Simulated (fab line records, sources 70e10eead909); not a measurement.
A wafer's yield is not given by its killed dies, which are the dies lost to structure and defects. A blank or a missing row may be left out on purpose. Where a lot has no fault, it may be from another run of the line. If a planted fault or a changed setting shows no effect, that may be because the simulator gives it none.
Matching of chambers | flow nandHarc | 4 sister chambers for NHARC_A_CHANNEL_HOLE_D1_ETCH_44 on rieDiel-09
The step etches the open film in CF4/O2, target depth 140 nm, overetch 14 nm, time 77 s. 4 wafers are shown with their chamber, then 10 later ones without.

## WAFERS, EACH WITH ITS CHAMBER
wafer  | chamber | rfVppV (V)
L291.4 | 2       | 196.1
L299.6 | 3       | 197.5
L301.4 | 1       | 199.5
L301.5 | 0       | 198.0

## WAFERS WITHOUT THEIR CHAMBER
wafer  | rfVppV (V)
L301.6 | 196.9
L302.1 | 197.2
L302.2 | 196.4
L302.4 | 198.5
L304.2 | 196.6
L304.3 | 197.4
L304.5 | 198.2
L305.1 | 197.3
L305.2 | 196.7
L305.5 | 196.3

## WHICH CHAMBER EACH WENT THROUGH
wafer  | from the rows above          | in truth
L301.6 | can't be placed: 3 or 2 or 0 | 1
L302.1 | can't be placed: 3 or 0      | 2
L302.2 | 2                            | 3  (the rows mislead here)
L302.4 | can't be placed: 0 or 1 or 3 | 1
L304.2 | can't be placed: 2 or 3      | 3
L304.3 | can't be placed: 3 or 0      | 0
L304.5 | can't be placed: 0 or 3      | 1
L305.1 | can't be placed: 3 or 0      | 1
L305.2 | can't be placed: 2 or 3 or 0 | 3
L305.5 | 2                            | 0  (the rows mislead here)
Placed correctly: 0 of 10. These rows do not allow placing 8 (true chamber among the candidates in 4). Wrongly placed: 2.
How it was worked out, from the rows above alone: a wafer's distance from a chamber is the root of the sum, over the readings, of the square of ((its reading less the chamber's mean) divided by the reading's scatter). If the next closest chamber is less than 2 further off than the closest, the wafer can't be placed; otherwise it belongs to the closest. A chamber's mean is the mean of its shown wafers. The scatter (one wafer shown for each chamber): square how far every hidden wafer sits from the nearest shown wafer, average those squares and take the square root.
